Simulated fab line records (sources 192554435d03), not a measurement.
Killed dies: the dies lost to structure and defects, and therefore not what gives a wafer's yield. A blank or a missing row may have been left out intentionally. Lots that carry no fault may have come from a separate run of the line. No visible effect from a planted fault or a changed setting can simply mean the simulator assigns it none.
Chamber matching | flow n5Finfet | 4 sister chambers for N5_BEOL_M14_ETCH_59 on rieDiel-01
The step etches BARC in N2/H2, target depth 89 nm, overetch 26.7 nm, time 67.9 s. 4 wafers are shown with their chamber, then 9 later ones without.

WAFERS, EACH WITH ITS CHAMBER
wafer  | chamber | showerheadPlenumPTorr (Torr)
L077.5 | 2       | 2.45
L081.1 | 0       | 2.41
L081.3 | 3       | 2.58
L081.4 | 1       | 2.57

WAFERS WITH NO CHAMBER GIVEN
wafer  | showerheadPlenumPTorr (Torr)
L090.2 | 2.58
L090.3 | 2.44
L090.5 | 2.56
L095.1 | 2.43
L095.4 | 2.56
L095.6 | 2.43
L091.3 | 2.40
L091.4 | 2.43
L091.5 | 2.43

CHAMBER TAKEN BY EACH
wafer  | from the rows above     | in truth
L090.2 | can't be placed: 3 or 1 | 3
L090.3 | can't be placed: 2 or 0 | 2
L090.5 | can't be placed: 1 or 3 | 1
L095.1 | can't be placed: 0 or 2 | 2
L095.4 | can't be placed: 1 or 3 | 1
L095.6 | can't be placed: 0 or 2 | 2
L091.3 | 0                       | 0
L091.4 | can't be placed: 0 or 2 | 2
L091.5 | can't be placed: 0 or 2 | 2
Correctly placed: 1 of 9. These rows do not allow placing 8 (true chamber among the candidates in 8). Wrongly placed: 0.
How it was worked out, from the rows above alone: a wafer's distance from a chamber is the root of the sum, over the readings, of the square of ((its reading less the chamber's mean) divided by the reading's scatter). The wafer belongs to the nearest chamber; if the next one is less than 2 further off, it can't be placed. The mean given for a chamber averages the wafers shown for that chamber. The scatter: root of mean squared gap, hidden wafer to nearest shown wafer, with one shown wafer a chamber.
